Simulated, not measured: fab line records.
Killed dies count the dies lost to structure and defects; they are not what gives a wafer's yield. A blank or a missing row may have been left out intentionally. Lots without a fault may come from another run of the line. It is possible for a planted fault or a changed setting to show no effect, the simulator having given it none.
Chamber matching :: flow nand_harc :: NHARC_P_M0_STRIP_18 on rie_diel-07: 4 sister chambers
The step strips in N2/H2. 4 wafers are shown with their chamber, then 8 later ones without.

== WAFERS WITH THEIR CHAMBER ==
wafer: L156.5
chamber: 3
showerhead_plenum_p_Torr (Torr): 1.96

wafer: L159.3
chamber: 1
showerhead_plenum_p_Torr (Torr): 2.17

wafer: L162.1
chamber: 2
showerhead_plenum_p_Torr (Torr): 1.97

wafer: L165.1
chamber: 0
showerhead_plenum_p_Torr (Torr): 1.91

== WAFERS MISSING THEIR CHAMBER ==
wafer: L165.4
showerhead_plenum_p_Torr (Torr): 2.16

wafer: L165.6
showerhead_plenum_p_Torr (Torr): 1.95

wafer: L169.1
showerhead_plenum_p_Torr (Torr): 2.16

wafer: L169.2
showerhead_plenum_p_Torr (Torr): 1.96

wafer: L169.4
showerhead_plenum_p_Torr (Torr): 1.95

wafer: L178.2
showerhead_plenum_p_Torr (Torr): 1.95

wafer: L178.4
showerhead_plenum_p_Torr (Torr): 1.91

wafer: L178.6
showerhead_plenum_p_Torr (Torr): 1.91

== WHICH CHAMBER EACH ONE RAN IN ==
wafer: L165.4
from the rows above: 1
in truth: 1

wafer: L165.6
from the rows above: can't be placed: 3 or 2
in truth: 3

wafer: L169.1
from the rows above: 1
in truth: 1

wafer: L169.2
from the rows above: can't be placed: 3 or 2
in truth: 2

wafer: L169.4
from the rows above: can't be placed: 3 or 2
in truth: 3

wafer: L178.2
from the rows above: can't be placed: 3 or 2
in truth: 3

wafer: L178.4
from the rows above: 0
in truth: 0

wafer: L178.6
from the rows above: 0
in truth: 0
Correct placement for 4 of the 8. Not placeable from these rows: 4 (in 4, the candidates include the true chamber). Placed wrongly: 0.
How it was worked out, from the rows above alone: a wafer's distance from a chamber is the root of the sum, over the readings, of the square of ((its reading less the chamber's mean) divided by the reading's scatter). If the next closest chamber is less than 2 further off than the closest, the wafer can't be placed; otherwise it belongs to the closest. Each chamber's mean is taken over the wafers shown for it. The scatter: with one shown wafer a chamber, the root of the mean of the squares of how far each hidden wafer lies from its nearest shown one.
